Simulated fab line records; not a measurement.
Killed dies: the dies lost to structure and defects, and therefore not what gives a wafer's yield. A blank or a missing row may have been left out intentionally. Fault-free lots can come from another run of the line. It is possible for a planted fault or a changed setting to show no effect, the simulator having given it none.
Matching of chambers ; flow n5 finfet ; N5_HKMG_FIN_ETCH_32 on rie diel-01: 4 sister chambers
The step etches SOC in N2/H2, target depth 240 nm, time 300 s. 20 wafers are shown with their chamber, then 10 later ones without.

## EACH WAFER AND ITS CHAMBER
wafer;chamber;showerhead plenum p Torr (Torr);drypump motor current A (A);throttle valve pct (%)
L074.1;1;2.50;5.8;18.2
L074.3;0;2.63;6.4;18.0
L074.6;2;2.45;6.6;18.3
L076.1;2;2.45;6.6;18.3
L076.4;2;2.45;6.5;18.2
L076.5;3;2.48;5.9;17.2
L079.1;3;2.47;5.9;17.2
L079.4;1;2.50;5.8;17.7
L079.6;3;2.47;5.9;17.2
L082.3;0;2.62;6.4;18.0
L082.4;1;2.49;5.8;17.8
L082.6;3;2.47;5.9;17.2
L084.1;2;2.44;6.5;18.3
L084.4;0;2.62;6.4;18.0
L084.6;3;2.47;6.0;17.2
L085.2;2;2.44;6.5;18.3
L085.3;1;2.49;5.8;17.8
L085.4;0;2.62;6.4;18.0
L086.1;3;2.47;6.0;17.2
L086.5;3;2.47;5.9;17.2

SIGNATURES (means of the wafers above)
reading;chamber 0;chamber 1;chamber 2;chamber 3;scatter within a chamber
showerhead plenum p Torr;2.6225;2.4950;2.4460;2.4714;0.00488
drypump motor current A;6.400;5.800;6.540;5.929;0.0405
throttle valve pct;18.000;17.875;18.280;17.200;0.0986
Rule: a wafer's distance from a chamber is the root of the sum, over the readings, of the square of ((its reading less the chamber's mean) divided by the reading's scatter). The wafer belongs to the nearest chamber; if the next one is less than 2 further off, it can't be placed. The scatter: the root of (the sum of the squares of (reading less its chamber's mean) over the shown wafers, divided by (wafers less chambers)).

## WAFERS WITH NO CHAMBER GIVEN
wafer;showerhead plenum p Torr (Torr);drypump motor current A (A);throttle valve pct (%)
L086.6;2.44;6.6;18.3
L087.1;2.44;6.5;18.3
L087.2;2.62;6.4;18.0
L087.5;2.47;5.9;17.2
L093.1;2.43;6.6;18.3
L093.4;2.62;6.4;18.1
L093.6;2.43;6.6;18.3
L094.1;2.61;6.4;18.1
L094.2;2.46;5.9;17.2
L094.5;2.49;5.8;17.8

## THE CHAMBER EACH PASSED THROUGH
wafer;from the rows above;in truth
L086.6;2;2
L087.1;2;2
L087.2;0;0
L087.5;3;3
L093.1;2;2
L093.4;0;0
L093.6;2;2
L094.1;0;0
L094.2;3;3
L094.5;1;1
10 of 10 placed correctly. From these rows, 0 cannot be placed. Placed wrongly: 0.
